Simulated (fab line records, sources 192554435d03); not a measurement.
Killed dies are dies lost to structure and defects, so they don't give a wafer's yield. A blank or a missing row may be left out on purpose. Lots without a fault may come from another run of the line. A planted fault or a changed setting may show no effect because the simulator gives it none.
fab line records | flow n5_finfet
record lots=5 wafers=15 last_day=19
route steps=1938 shown BEOL_M1@757
lots that met no fault: from a run of the same line without faults
start_h: hours from the record's first day to the start of the lot's first wafer shown | wait_h: hours since the lot's step before | " the same as in the row above | L1.1+2: a row that stands for several wafers | - no value, or no start given | * or withheld: withheld | < > ~ a bound
route shown NAME@n: a module of which the file shows steps, and the number in the route of the first | usual: mean/standard deviation of fault-free wafers | same: alike in all rows | chamber/n: place in a boat | sites: the reading at each site | _std_site: their standard deviation | _edge_site: outer sites' mean less inner sites' | radius_mm: how far each site lies from the wafer's centre | mask NAME#n: copy n | behind: the tool/chamber that last shaped the wafer | hold: why the lot was held/for how many hours/how that ended | device: the transistor (n, p or np) that didn't switch | end of line: the same wafers' tests at the end of the route | a step without rows: its recipe alone | killed: dies lost to structure and defects at the first sort, not the wafer's yield | map: a wafer's dies, x killed, . not, _ none there
set.NAME: the setting as run; set.NAME@STEP: as run at that earlier step | model.NAME: the simulator's own value behind a step, which no gauge read
lots at some steps of the route; a table a step, a row a wafer
services: from which hour (start_h, from the record's first day; less than 0 if before it) a tool's chamber was out of use, for how many hours, and why
## steps
# step N5_BEOL_M1_COAT_73
# recipe resist=underlayer temp_c=205 time_s=60 spin_rpm=1500 resist_thk_nm=5
# columns lot.wafer tool chamber start_h wait_h
L074.1+4+6 litho_track-02 0 - -
L089.3+4+5 litho_track-04 0 - -
L091.1+3+5 litho_track-02 0 - -
L093.3+4+6 litho_track-02 0 - -
L097.2+3+5 litho_track-02 0 - -
# step N5_BEOL_M1_COAT_05
# recipe resist=CAR-EUV spin_rpm=1500 resist_thk_nm=30
# columns lot.wafer tool chamber start_h wait_h
L074.1+4+6 litho_track-02 0 - -
L089.3+4+5 litho_track-04 0 - -
L091.1+3+5 litho_track-02 0 - -
L093.3+4+6 litho_track-02 0 - -
L097.2+3+5 litho_track-02 0 - -
# step N5_BEOL_M1_EBR_07
# recipe solvent=PGMEA ebr_width_mm=1.5
# columns lot.wafer tool chamber start_h wait_h
L074.1+4+6 litho_track-02 0 - -
L089.3+4+5 litho_track-04 0 - -
L091.1+3+5 litho_track-02 0 - -
L093.3+4+6 litho_track-02 0 - -
L097.2+3+5 litho_track-02 0 - -
# step N5_BEOL_M1_SOFTBAKE_06
# recipe temp_c=110 time_s=60 resist=CAR-EUV
# columns lot.wafer tool chamber start_h wait_h
L074.1+4+6 litho_track-02 0 - -
L089.3+4+5 litho_track-04 0 - -
L091.1+3+5 litho_track-02 0 - -
L093.3+4+6 litho_track-02 0 - -
L097.2+3+5 litho_track-02 0 - -
# step N5_BEOL_M1_EXPOSE_08
# recipe mask_id=M1 na=0.33 source_shape=dipole sigma_inner=0.369 sigma_outer=0.767 polarization=unpolarized dose_mj=33
# columns lot.wafer tool chamber start_h wait_h mask
L074.1+4+6 euv_scanner-02 0 120.06 - M1#0
L089.3+4+5 euv_scanner-01 0 212.43 - M1#0
L091.1+3+5 euv_scanner-01 0 230.96 - M1#0
L093.3+4+6 euv_scanner-01 0 241.45 - M1#0
L097.2+3+5 euv_scanner-01 0 273.88 - M1#0
# step N5_BEOL_M1_PEB_09
# recipe peb_temp_c=100 peb_time_s=60 resist=CAR-EUV
# columns lot.wafer tool chamber start_h wait_h
L074.1+4+6 litho_track-02 0 120.12 0.1
L089.3+4+5 litho_track-01 0 212.48 0.0
L091.1+3+5 litho_track-02 0 231.02 0.1
L093.3+4+6 litho_track-02 0 241.50 0.0
L097.2+3+5 litho_track-02 0 273.93 0.0
# step N5_BEOL_M1_DEVELOP_10
# recipe develop_time_s=30 developer=TMAH resist=CAR-EUV rinse_liquid=surfactant_rinse dry=air_spin dev_temp_c=23
# usual developer_temp_C=23.02/0.097
# columns lot.wafer tool chamber start_h wait_h developer_temp_C
L074.1 litho_track-02 0 - - 23.14
L074.4 " 0 " " 23.00
L074.6 " 0 " " 23.08
L089.3 litho_track-01 0 - - 23.12
L089.4 " 0 " " 23.16
L089.5 " 0 " " 22.97
L091.1 litho_track-02 0 - - 23.14
L091.3 " 0 " " 23.21
L091.5 " 0 " " 23.02
L093.3 litho_track-02 0 - - 23.05
L093.4 " 0 " " 23.13
L093.6 " 0 " " 22.98
L097.2 litho_track-02 0 - - 23.16
L097.3 " 0 " " 23.10
L097.5 " 0 " " 23.01
# step N5_BEOL_M1_CD_MEAS_11
# recipe target_cd_nm=17.05 landing_energy_ev=500 detector=se_inlens polarity=opening
# usual cd_nm=17.07/0.24
# columns lot.wafer tool chamber start_h wait_h cd_nm
L074.1 cd_sem-01 0 120.19 - 17.05
L074.4 " 0 " " 16.68
L074.6 " 0 " " 16.79
L089.3 cd_sem-02 0 212.54 - 17.00
L089.4 " 0 " " 17.02
L089.5 " 0 " " 17.26
L091.1 cd_sem-02 0 231.09 - 16.94
L091.3 " 0 " " 17.20
L091.5 " 0 " " 17.04
L093.3 cd_sem-03 0 241.57 - 16.97
L093.4 " 0 " " 16.68
L093.6 " 0 " " 17.25
L097.2 cd_sem-02 0 274.00 - 17.20
L097.3 " 0 " " 17.33
L097.5 " 0 " " 17.08
# step N5_BEOL_M1_OVL_MEAS_12
# recipe points_per_wafer=522
# usual M1_OVL=0.0/0.85
# columns lot.wafer tool chamber start_h wait_h M1_OVL[nm]
L074.1 overlay-02 0 120.22 0.0 -0.5
L074.4 " 0 " " -0.7
L074.6 " 0 " " -0.8
L089.3 overlay-01 0 212.58 0.0 -0.8
L089.4 " 0 " " -0.8
L089.5 " 0 " " -0.9
L091.1 overlay-02 0 231.12 0.0 -0.8
L091.3 " 0 " " -0.5
L091.5 " 0 " " -1.5
L093.3 overlay-02 0 241.61 0.0 0.3
L093.4 " 0 " " 1.3
L093.6 " 0 " " 0.7
L097.2 overlay-02 0 274.04 0.0 0.3
L097.3 " 0 " " 1.0
L097.5 " 0 " " 0.3
# step N5_BEOL_M1_INSPECT_13
# recipe mode=adi inspect_instrument=brightfield
# usual raw_defect_count=388/96
# columns lot.wafer tool chamber start_h wait_h raw_defect_count
L074.1 defect_inspect-02 - 120.28 0.1 483
L074.4 " - " " 386
L074.6 " - " " 495
L089.3 defect_inspect-01 - 212.63 0.0 275
L089.4 " - " " 343
L089.5 " - " " 317
L091.1 defect_inspect-02 - 231.18 0.1 443
L091.3 " - " " 400
L091.5 " - " " 554
L093.3 defect_inspect-02 - 241.66 0.0 275
L093.4 " - " " 337
L093.6 " - " " 349
L097.2 defect_inspect-02 - 274.09 0.0 750
L097.3 " - " " 523
L097.5 " - " " 420
# step N5_BEOL_M1_DESCUM_16
# recipe chemistry=O2 time_s=7 source_power_w=50 bias_power_w=20 pressure_mtorr=20 rf_frequency_hz=2.712e+07 temp_c=40 resist=CAR-EUV o2_flow_sccm=225
# usual drypump_motor_current_A=5.4/0.45 o2_flow_sccm=225.0/0.67 oes_product_au=0.75/0.067 rf_vpp_V=243.6/1.3 showerhead_plenum_p_Torr=2.13/0.067 throttle_valve_pct=20.45/0.21
# columns lot.wafer tool chamber start_h wait_h drypump_motor_current_A o2_flow_sccm oes_product_au rf_hours_counter_h rf_vpp_V showerhead_plenum_p_Torr throttle_valve_pct
L074.1 rie_diel-04 2 120.31 0.0 5.5 225.1 0.73 172 242.0 2.08 20.45
L074.4 " 0 " " 6.1 223.8 0.70 228 244.6 2.16 20.74
L074.6 " 0 " " 6.1 224.7 0.70 - 244.6 2.16 20.73
L089.3 rie_diel-01 1 212.66 0.0 5.8 224.6 0.69 240 243.4 2.15 20.72
L089.4 " 3 " " 4.6 225.1 0.73 179 244.8 2.16 20.24
L089.5 " 3 " " 4.6 224.5 0.74 - 244.1 2.16 20.26
L091.1 rie_diel-02 0 231.21 0.0 5.0 225.9 0.68 213 244.7 2.16 20.58
L091.3 " 1 " " 5.1 224.5 0.75 165 244.3 2.18 20.22
L091.5 " 1 " " 5.0 225.2 0.75 - 244.6 2.18 20.23
L093.3 rie_diel-02 0 241.69 0.0 5.0 225.6 0.68 215 243.7 2.16 20.57
L093.4 " 2 " " 4.8 225.6 0.82 91 244.4 2.20 20.87
L093.6 " 1 " " 5.1 224.1 0.74 - 244.9 2.18 20.24
L097.2 rie_diel-02 1 274.26 0.2 5.1 223.6 0.73 178 244.0 2.18 20.24
L097.3 " 0 " " 5.0 225.6 0.68 225 246.2 2.15 20.58
L097.5 " 3 " " 5.5 224.7 0.79 - 244.8 2.19 20.18
# step N5_BEOL_M1_ETCH_74
# recipe chemistry=N2/H2 target=underlayer target_depth_a=65 mask_material=CAR-EUV time_s=5.2 ion_energy_ev=200 pressure_mtorr=30 source_w=840 bias_w=150 n2_flow_sccm=200 h2_flow_sccm=200 ends=cleared
# usual drypump_motor_current_A=5.4/0.45 etch_rf_on_time_s=5.22/0.088 oes_product_au=0.64/0.057 rf_vpp_V=525.0/2.5 showerhead_plenum_p_Torr=2.59/0.083 throttle_valve_pct=17.90/0.24
# columns lot.wafer tool chamber start_h wait_h drypump_motor_current_A etch_rf_on_time_s oes_product_au rf_hours_counter_h rf_vpp_V showerhead_plenum_p_Torr throttle_valve_pct
L074.1 rie_diel-04 2 120.35 0.0 5.5 5.38 0.62 172 521.8 2.53 17.92
L074.4 " 0 " " 6.1 5.33 0.60 228 526.6 2.62 18.18
L074.6 " 0 " " 6.1 5.35 0.60 - 528.1 2.62 18.16
L089.3 rie_diel-01 1 212.70 0.0 5.8 5.24 0.59 240 527.1 2.61 18.25
L089.4 " 3 " " 4.7 5.26 0.63 179 526.2 2.64 17.68
L089.5 " 3 " " 4.7 5.29 0.63 - 524.2 2.64 17.70
L091.1 rie_diel-02 0 231.25 0.0 5.1 5.21 0.58 213 527.6 2.63 18.04
L091.3 " 1 " " 5.1 5.18 0.63 165 526.3 2.65 17.70
L091.5 " 1 " " 5.1 5.13 0.64 - 526.7 2.65 17.69
L093.3 rie_diel-02 0 241.73 0.0 5.1 5.28 0.57 215 527.2 2.63 18.07
L093.4 " 2 " " 4.8 5.16 0.70 91 526.0 2.68 18.39
L093.6 " 1 " " 5.0 5.20 0.63 - 526.1 2.65 17.70
L097.2 rie_diel-02 1 274.29 0.0 5.1 5.17 0.62 178 524.9 2.64 17.72
L097.3 " 0 " " 5.0 5.21 0.57 225 524.5 2.63 18.07
L097.5 " 3 " " 5.5 5.09 0.69 - 524.7 2.67 17.64
# step N5_BEOL_M1_ETCH_63
# recipe chemistry=CF4 target=SiARC target_depth_a=156 mask_material=CAR-EUV time_s=26 ion_energy_ev=80 pressure_mtorr=40 source_w=545 bias_w=36 Ar_flow_sccm=100 cf4_flow_sccm=100 ends=cleared
# usual drypump_motor_current_A=5.4/0.45 etch_rf_on_time_s=26.2/0.44 oes_product_au=0.64/0.058 rf_vpp_V=184.6/1.1 showerhead_plenum_p_Torr=2.18/0.065 throttle_valve_pct=15.65/0.2
# columns lot.wafer tool chamber start_h wait_h drypump_motor_current_A etch_rf_on_time_s oes_product_au rf_hours_counter_h rf_vpp_V showerhead_plenum_p_Torr throttle_valve_pct
L074.1 rie_diel-04 2 120.36 0.0 5.5 26.9 0.62 172 185.5 2.13 15.68
L074.4 " 0 " " 6.1 26.7 0.60 228 184.4 2.20 15.91
L074.6 " 0 " " 6.1 27.0 0.59 - 184.8 2.20 15.92
L089.3 rie_diel-01 1 212.71 0.0 5.7 26.3 0.59 240 185.3 2.20 15.94
L089.4 " 3 " " 4.7 26.2 0.63 179 184.3 2.22 15.52
L089.5 " 3 " " 4.7 26.3 0.63 - 185.3 2.22 15.52
L091.1 rie_diel-02 0 231.26 0.0 5.0 26.7 0.58 213 184.9 2.20 15.77
L091.3 " 1 " " 5.0 26.3 0.63 165 184.3 2.23 15.46
L091.5 " 1 " " 5.1 26.3 0.62 - 185.0 2.23 15.43
L093.3 rie_diel-02 0 241.74 0.0 5.1 26.4 0.58 215 185.3 2.20 15.81
L093.4 " 2 " " 4.8 25.5 0.71 91 186.2 2.25 15.97
L093.6 " 1 " " 5.0 25.8 0.63 - 184.5 2.23 15.45
L097.2 rie_diel-02 1 274.31 0.0 5.0 25.9 0.63 178 184.3 2.22 15.47
L097.3 " 0 " " 5.0 26.4 0.58 225 184.7 2.20 15.80
L097.5 " 3 " " 5.5 26.0 0.67 - 185.0 2.24 15.39
# step N5_BEOL_M1_ETCH_64
# recipe chemistry=N2/H2 target=SOC target_depth_a=750 overetch_a=150 mask_material=SiARC temp_c=40 time_s=112.5 ion_energy_ev=200 pressure_mtorr=30 source_w=840 bias_w=150 n2_flow_sccm=200 h2_flow_sccm=200
# usual drypump_motor_current_A=5.4/0.45 oes_product_au=0.60/0.051 rf_vpp_V=525.2/2.3 showerhead_plenum_p_Torr=2.59/0.083 throttle_valve_pct=17.86/0.24
# columns lot.wafer tool chamber start_h wait_h drypump_motor_current_A oes_product_au rf_hours_counter_h rf_vpp_V showerhead_plenum_p_Torr throttle_valve_pct
L074.1 rie_diel-04 2 120.39 0.0 5.5 0.58 172 524.8 2.53 17.88
L074.4 " 0 " " 6.1 0.56 228 526.3 2.62 18.15
L074.6 " 0 " " 6.1 0.56 - 524.7 2.62 18.14
L089.3 rie_diel-01 1 212.74 0.0 5.7 0.55 240 526.9 2.61 18.22
L089.4 " 3 " " 4.7 0.58 179 527.4 2.64 17.65
L089.5 " 3 " " 4.7 0.58 - 525.8 2.64 17.65
L091.1 rie_diel-02 0 231.29 0.0 5.0 0.54 213 525.5 2.63 18.02
L091.3 " 1 " " 5.1 0.59 165 527.4 2.65 17.65
L091.5 " 1 " " 5.1 0.59 - 526.3 2.65 17.66
L093.3 rie_diel-02 0 241.77 0.0 5.0 0.55 215 524.8 2.63 18.01
L093.4 " 2 " " 4.8 0.65 91 527.9 2.68 18.36
L093.6 " 1 " " 5.1 0.59 - 527.4 2.65 17.65
L097.2 rie_diel-02 1 274.34 0.0 5.0 0.58 178 526.7 2.64 17.68
L097.3 " 0 " " 5.1 0.54 225 526.3 2.62 18.02
L097.5 " 3 " " 5.5 0.62 - 527.6 2.67 17.58
# step N5_BEOL_M1_STRIP_65
# recipe chemistry=N2/H2 temp_c=40 n2_flow_sccm=200 h2_flow_sccm=200 rf_frequency_hz=6e+07
# columns lot.wafer tool chamber start_h wait_h
L074.1+4+6 rie_diel-04 2,0,0 120.50 0.1
L089.3+4+5 rie_diel-01 1,3,3 212.85 0.1
L091.1+3+5 rie_diel-02 0,1,1 231.40 0.1
L093.3+4+6 rie_diel-02 0,2,1 241.88 0.1
L097.2+3+5 rie_diel-02 1,0,3 274.44 0.1
# step N5_BEOL_M1_STRIP_75
# recipe chemistry=N2/H2 temp_c=40 n2_flow_sccm=200 h2_flow_sccm=200 rf_frequency_hz=6e+07
# columns lot.wafer tool chamber start_h wait_h
L074.1+4+6 rie_diel-04 2,0,0 120.51 0.0
L089.3+4+5 rie_diel-01 1,3,3 212.86 0.0
L091.1+3+5 rie_diel-02 0,1,1 231.41 0.0
L093.3+4+6 rie_diel-02 0,2,1 241.89 0.0
L097.2+3+5 rie_diel-02 1,0,3 274.45 0.0
# step N5_BEOL_M1_STRIP_66
# recipe chemistry=CF4 resist=SiARC power_w=300 bias_power_w=75 pressure_mtorr=50 cf4_flow_sccm=150 rf_frequency_hz=6e+07
# usual drypump_motor_current_A=5.4/0.45 oes_product_au=0.75/0.064 rf_vpp_V=271.7/1.4 showerhead_plenum_p_Torr=1.82/0.054 throttle_valve_pct=13.63/0.2
# columns lot.wafer tool chamber start_h wait_h drypump_motor_current_A oes_product_au rf_hours_counter_h rf_vpp_V showerhead_plenum_p_Torr throttle_valve_pct
L074.1 rie_diel-04 2 120.52 0.0 5.5 0.73 172 271.1 1.78 13.65
L074.4 " 0 " " 6.1 0.70 228 272.0 1.84 13.92
L074.6 " 0 " " 6.1 0.71 - 272.8 1.84 13.91
L089.3 rie_diel-01 1 212.87 0.0 5.7 0.69 240 272.7 1.85 13.95
L089.4 " 3 " " 4.6 0.73 179 271.7 1.86 13.53
L089.5 " 3 " " 4.6 0.72 - 272.8 1.86 13.52
L091.1 rie_diel-02 0 231.42 0.0 5.0 0.68 213 271.9 1.84 13.79
L091.3 " 1 " " 5.0 0.73 165 273.0 1.86 13.44
L091.5 " 1 " " 5.1 0.73 - 272.7 1.86 13.43
L093.3 rie_diel-02 0 241.90 0.0 5.0 0.68 215 273.0 1.84 13.80
L093.4 " 2 " " 4.8 0.81 91 274.2 1.88 13.91
L093.6 " 1 " " 5.0 0.73 - 273.1 1.86 13.44
L097.2 rie_diel-02 1 274.46 0.0 5.0 0.72 178 273.3 1.86 13.45
L097.3 " 0 " " 5.0 0.67 225 270.8 1.84 13.81
L097.5 " 3 " " 5.5 0.78 - 273.6 1.88 13.38
# step N5_BEOL_M1_HM_OPEN_17
# recipe chemistry=Cl2/BCl3 target_depth_a=200 overetch_a=60 target=TiN mask_material=SOC ion_energy_ev=150 pressure_mtorr=10 icp_w=1000 bias_w=126 Cl2_flow_sccm=53.25 bcl3_flow_sccm=21.75 Ar_flow_sccm=25
# usual drypump_motor_current_A=5.5/0.44 oes_product_au=0.63/0.083 throttle_valve_pct=22.09/0.12
# columns lot.wafer tool chamber start_h wait_h drypump_motor_current_A oes_product_au rf_hours_counter_h throttle_valve_pct
L074.1 rie_metal-01 1 120.56 0.0 5.0 0.52 123 22.25
L074.4 " 1 " " 5.0 0.52 - 22.23
L074.6 " 1 " " 5.0 0.52 - 22.24
L089.3 rie_metal-03 1 212.95 0.1 5.4 0.68 - 22.23
L089.4 " 0 " " 6.0 0.54 - 22.12
L089.5 " 0 " " 5.9 0.53 - 22.11
L091.1 rie_metal-01 1 231.46 0.0 5.0 0.81 1 21.94
L091.3 " 1 " " 5.0 0.81 - 21.94
L091.5 " 0 " " 5.0 0.70 - 21.99
L093.3 rie_metal-03 1 241.97 0.1 5.4 0.68 - 22.25
L093.4 " 0 " " 5.9 0.53 - 22.11
L093.6 " 0 " " 6.0 0.53 - 22.10
L097.2 rie_metal-02 0 274.50 0.0 6.1 0.70 30 22.09
L097.3 " 0 " " 6.0 0.70 - 22.10
L097.5 " 1 " " 5.0 0.55 - 21.92
# step N5_BEOL_M1_STRIP_19
# recipe chemistry=O2 power_w=400 temp_c=40 pressure_mtorr=30 rf_frequency_hz=6e+07 bias_power_w=0 overash_fraction=0.2 o2_flow_sccm=225
# usual drypump_motor_current_A=5.5/0.45 o2_flow_sccm=225.0/0.72 oes_product_au=0.76/0.076 rf_vpp_V=3.6/0.53 showerhead_plenum_p_Torr=2.13/0.061 throttle_valve_pct=16.70/0.2
# columns lot.wafer tool chamber start_h wait_h drypump_motor_current_A o2_flow_sccm oes_product_au rf_hours_counter_h rf_vpp_V showerhead_plenum_p_Torr throttle_valve_pct
L074.1 rie_diel-02 0 120.67 0.1 5.0 224.9 0.71 178 3.6 2.17 16.78
L074.4 " 1 " " 5.0 224.2 0.78 131 4.1 2.20 16.44
L074.6 " 3 " " 5.5 224.1 0.84 - 3.8 2.21 16.36
L089.3 rie_diel-04 3 213.06 0.1 5.6 224.8 0.75 150 2.8 2.10 16.59
L089.4 " 1 " " 6.1 225.1 0.67 242 3.4 1.98 16.78
L089.5 " 3 " " 5.6 225.4 0.75 - 4.3 2.10 16.59
L091.1 rie_diel-04 0 231.57 0.1 6.1 225.9 0.97 7 2.9 2.15 16.58
L091.3 " 3 " " 5.6 224.7 0.74 156 3.8 2.10 16.61
L091.5 " 1 " " 6.1 224.0 0.67 - 3.9 1.98 16.82
L093.3 rie_diel-04 0 242.10 0.1 6.1 224.9 0.96 9 4.4 2.15 16.60
L093.4 " 0 " " 6.1 225.0 0.96 - 3.7 2.15 16.60
L093.6 " 3 " " 5.7 225.2 0.74 - 4.2 2.10 16.60
L097.2 rie_diel-04 3 274.61 0.1 5.6 226.4 0.73 170 3.6 2.10 16.64
L097.3 " 0 " " 6.1 226.1 0.93 20 3.8 2.15 16.61
L097.5 " 0 " " 6.1 225.4 0.93 - 4.4 2.14 16.62
# step N5_BEOL_M1_CD_MEAS_18
# recipe pitch_nm=36 target_cd_nm=18
# usual cd_nm=17.93/0.27
# columns lot.wafer tool chamber start_h wait_h cd_nm
L074.1 cd_sem-02 - 120.74 0.0 17.41
L074.4 " - " " 17.89
L074.6 " - " " 17.61
L089.3 cd_sem-01 - 213.13 0.1 17.94
L089.4 " - " " 17.85
L089.5 " - " " 17.90
L091.1 cd_sem-01 - 231.64 0.0 18.08
L091.3 " - " " 17.95
L091.5 " - " " 17.71
L093.3 cd_sem-02 - 242.18 0.1 17.85
L093.4 " - " " 17.85
L093.6 " - " " 18.18
L097.2 cd_sem-02 - 274.69 0.1 17.94
L097.3 " - " " 17.80
L097.5 " - " " 18.06
# step N5_BEOL_M1_COAT_67
# recipe resist=SOC temp_c=250 time_s=60 spin_rpm=1500 resist_thk_nm=60
# columns lot.wafer tool chamber start_h wait_h
L074.1+4+6 litho_track-01 0 120.78 0.0
L089.3+4+5 litho_track-01 0 213.16 0.0
L091.1+3+5 litho_track-02 0 231.68 0.0
L093.3+4+6 litho_track-01 0 242.21 0.0
L097.2+3+5 litho_track-04 0 274.72 0.0
# step N5_BEOL_M1_COAT_68
# recipe resist=SiARC temp_c=220 time_s=60 spin_rpm=1500 resist_thk_nm=12
# columns lot.wafer tool chamber start_h wait_h
L074.1+4+6 litho_track-01 0 - -
L089.3+4+5 litho_track-01 0 - -
L091.1+3+5 litho_track-02 0 - -
L093.3+4+6 litho_track-01 0 - -
L097.2+3+5 litho_track-04 0 - -
# step N5_BEOL_M1_COAT_76
# recipe resist=underlayer temp_c=205 time_s=60 spin_rpm=1500 resist_thk_nm=5
# columns lot.wafer tool chamber start_h wait_h
L074.1+4+6 litho_track-01 0 - -
L089.3+4+5 litho_track-01 0 - -
L091.1+3+5 litho_track-02 0 - -
L093.3+4+6 litho_track-01 0 - -
L097.2+3+5 litho_track-04 0 - -
# step N5_BEOL_M1_COAT_22
# recipe resist=CAR-EUV spin_rpm=1500 resist_thk_nm=30
# columns lot.wafer tool chamber start_h wait_h
L074.1+4+6 litho_track-01 0 - -
L089.3+4+5 litho_track-01 0 - -
L091.1+3+5 litho_track-02 0 - -
L093.3+4+6 litho_track-01 0 - -
L097.2+3+5 litho_track-04 0 - -
# step N5_BEOL_M1_EBR_24
# recipe solvent=PGMEA ebr_width_mm=1.5
# columns lot.wafer tool chamber start_h wait_h
L074.1+4+6 litho_track-01 0 - -
L089.3+4+5 litho_track-01 0 - -
L091.1+3+5 litho_track-02 0 - -
L093.3+4+6 litho_track-01 0 - -
L097.2+3+5 litho_track-04 0 - -
# step N5_BEOL_M1_SOFTBAKE_23
# recipe temp_c=110 time_s=60 resist=CAR-EUV
# columns lot.wafer tool chamber start_h wait_h
L074.1+4+6 litho_track-01 0 - -
L089.3+4+5 litho_track-01 0 - -
L091.1+3+5 litho_track-02 0 - -
L093.3+4+6 litho_track-01 0 - -
L097.2+3+5 litho_track-04 0 - -
# step N5_BEOL_M1_EXPOSE_25
# recipe mask_id=V0 na=0.33 source_shape=quasar sigma_inner=0.2 sigma_outer=0.8 polarization=unpolarized defocus_nm=5 target_cd_nm=24 dose_mj=63
# columns lot.wafer tool chamber start_h wait_h mask
L074.1+4+6 euv_scanner-02 0 120.92 - V0#0
L089.3+4+5 euv_scanner-01 0 213.32 - V0#0
L091.1+3+5 euv_scanner-02 0 231.81 - V0#0
L093.3+4+6 euv_scanner-01 0 242.37 - V0#0
L097.2+3+5 euv_scanner-01 0 274.87 - V0#0
# step N5_BEOL_M1_PEB_26
# recipe peb_temp_c=100 peb_time_s=60 resist=CAR-EUV
# columns lot.wafer tool chamber start_h wait_h
L074.1+4+6 litho_track-01 0 121.00 0.1
L089.3+4+5 litho_track-02 0 213.38 0.1
L091.1+3+5 litho_track-02 0 231.89 0.1
L093.3+4+6 litho_track-01 0 242.43 0.1
L097.2+3+5 litho_track-02 0 274.94 0.1
# step N5_BEOL_M1_DEVELOP_27
# recipe develop_time_s=30 developer=TMAH resist=CAR-EUV rinse_liquid=surfactant_rinse dry=air_spin dev_temp_c=23
# usual developer_temp_C=23.00/0.1
# columns lot.wafer tool chamber start_h wait_h developer_temp_C
L074.1 litho_track-01 0 - - 23.11
L074.4 " 0 " " 22.86
L074.6 " 0 " " 23.08
L089.3 litho_track-02 0 - - 23.07
L089.4 " 0 " " 22.88
L089.5 " 0 " " 22.98
L091.1 litho_track-02 0 - - 22.87
L091.3 " 0 " " 22.90
L091.5 " 0 " " 22.77
L093.3 litho_track-01 0 - - 23.03
L093.4 " 0 " " 22.99
L093.6 " 0 " " 23.06
L097.2 litho_track-02 0 - - 23.06
L097.3 " 0 " " 23.10
L097.5 " 0 " " 23.05
# step N5_BEOL_M1_CD_MEAS_28
# recipe landing_energy_ev=500 detector=se_inlens target_cd_y_nm=23.3
# usual cd_nm=23.96/0.23
# columns lot.wafer tool chamber start_h wait_h cd_nm
L074.1 cd_sem-01 0 121.06 - 23.90
L074.4 " 0 " " 24.13
L074.6 " 0 " " 24.21
L089.3 cd_sem-01 0 213.45 - 24.13
L089.4 " 0 " " 23.72
L089.5 " 0 " " 23.41
L091.1 cd_sem-03 0 231.96 - 23.93
L091.3 " 0 " " 24.66
L091.5 " 0 " " 24.02
L093.3 cd_sem-02 0 242.50 - 24.21
L093.4 " 0 " " 23.78
L093.6 " 0 " " 23.85
L097.2 cd_sem-01 0 275.00 - 23.65
L097.3 " 0 " " 23.81
L097.5 " 0 " " 23.79
# step N5_BEOL_M1_OVL_MEAS_29
# recipe points_per_wafer=522
# usual V0_OVL=-0.5/0.63
# columns lot.wafer tool chamber start_h wait_h V0_OVL[nm]
L074.1 overlay-02 0 121.09 0.0 0.5
L074.4 " 0 " " 0.0
L074.6 " 0 " " 0.3
L089.3 overlay-02 0 213.49 0.0 -0.2
L089.4 " 0 " " 0.0
L089.5 " 0 " " -1.1
L091.1 overlay-02 0 231.99 0.0 -1.5
L091.3 " 0 " " -1.7
L091.5 " 0 " " -0.9
L093.3 overlay-01 0 242.54 0.0 0.0
L093.4 " 0 " " -1.7
L093.6 " 0 " " -2.0
L097.2 overlay-01 0 275.04 0.0 -0.5
L097.3 " 0 " " 0.6
L097.5 " 0 " " 0.6
# step N5_BEOL_M1_INSPECT_30
# recipe mode=adi inspect_instrument=brightfield
# usual raw_defect_count=401/92
# columns lot.wafer tool chamber start_h wait_h raw_defect_count
L074.1 defect_inspect-02 - 121.15 0.1 486
L074.4 " - " " 409
L074.6 " - " " 524
L089.3 defect_inspect-02 - 213.54 0.0 327
L089.4 " - " " 400
L089.5 " - " " 360
L091.1 defect_inspect-01 - 232.05 0.1 385
L091.3 " - " " 347
L091.5 " - " " 479
L093.3 defect_inspect-01 - 242.59 0.0 229
L093.4 " - " " 273
L093.6 " - " " 285
L097.2 defect_inspect-01 - 275.09 0.0 631
L097.3 " - " " 439
L097.5 " - " " 346
# step N5_BEOL_M1_DESCUM_33
# recipe chemistry=O2 time_s=7 source_power_w=50 bias_power_w=20 pressure_mtorr=20 rf_frequency_hz=2.712e+07 temp_c=40 resist=CAR-EUV o2_flow_sccm=225
# usual drypump_motor_current_A=5.4/0.47 o2_flow_sccm=225.0/0.73 oes_product_au=0.75/0.071 rf_vpp_V=243.8/1.3 showerhead_plenum_p_Torr=2.13/0.064 throttle_valve_pct=20.46/0.21
# columns lot.wafer tool chamber start_h wait_h drypump_motor_current_A o2_flow_sccm oes_product_au rf_hours_counter_h rf_vpp_V showerhead_plenum_p_Torr throttle_valve_pct
L074.1 rie_diel-04 2 121.19 0.0 5.5 223.8 0.73 172 243.3 2.08 20.46
L074.4 " 1 " " 6.1 224.9 0.69 216 243.1 1.98 20.46
L074.6 " 0 " " 6.1 225.3 0.70 - 243.7 2.16 20.75
L089.3 rie_diel-04 1 213.71 0.2 6.1 225.9 0.67 242 240.8 1.97 20.48
L089.4 " 2 " " 5.5 225.0 0.71 205 243.1 2.07 20.50
L089.5 " 1 " " 6.1 226.7 0.66 - 241.0 1.97 20.48
L091.1 rie_diel-04 2 232.08 0.0 5.5 224.1 0.71 211 241.5 2.06 20.50
L091.3 " 3 " " 5.6 225.6 0.73 156 244.1 2.10 20.34
L091.5 " 0 " " 6.1 224.6 0.98 - 243.8 2.15 20.42
L093.3 rie_diel-01 2 242.71 0.1 5.0 223.6 0.73 169 243.9 2.10 20.66
L093.4 " 0 " " 5.5 226.4 0.73 162 245.5 2.18 20.28
L093.6 " 1 " " 5.8 224.3 0.68 - 244.0 2.15 20.74
L097.2 rie_diel-02 0 275.13 0.0 5.0 223.9 0.67 225 243.4 2.15 20.60
L097.3 " 2 " " 4.8 224.9 0.82 101 244.5 2.20 20.89
L097.5 " 2 " " 4.8 225.3 0.81 - 245.3 2.20 20.88
## services
# columns tool chamber start_h hours kind
rie_diel-02 0 100.91 6.0 repair
euv_scanner-02 - 118.89 0.7 repair
rie_diel-02 2 137.47 6.3 repair
euv_scanner-02 - 138.91 1.0 pm
euv_scanner-01 - 140.50 1.0 pm
rie_metal-01 1 154.16 10.1 repair
rie_diel-02 3 164.68 12.2 repair
rie_metal-01 - 169.85 1.4 pm
euv_scanner-01 - 172.80 4.6 pm
euv_scanner-01 - 178.13 0.7 repair
rie_diel-04 1 180.16 11.0 repair
euv_scanner-02 - 181.03 1.0 pm
litho_track-02 - 185.61 - consumable_replace:filter
euv_scanner-01 - 191.24 1.0 pm
euv_scanner-02 - 194.64 4.7 repair
rie_diel-02 - 195.75 0.3 repair
rie_diel-02 3 210.60 4.7 repair
euv_scanner-02 - 219.84 4.6 pm
euv_scanner-02 - 237.18 1.0 pm
euv_scanner-02 - 239.92 49.1 repair
rie_diel-02 - 249.18 0.2 repair
rie_metal-02 - 251.55 0.3 repair
euv_scanner-01 - 261.42 1.0 pm
rie_metal-03 - 274.07 1.4 pm
## key
fault none
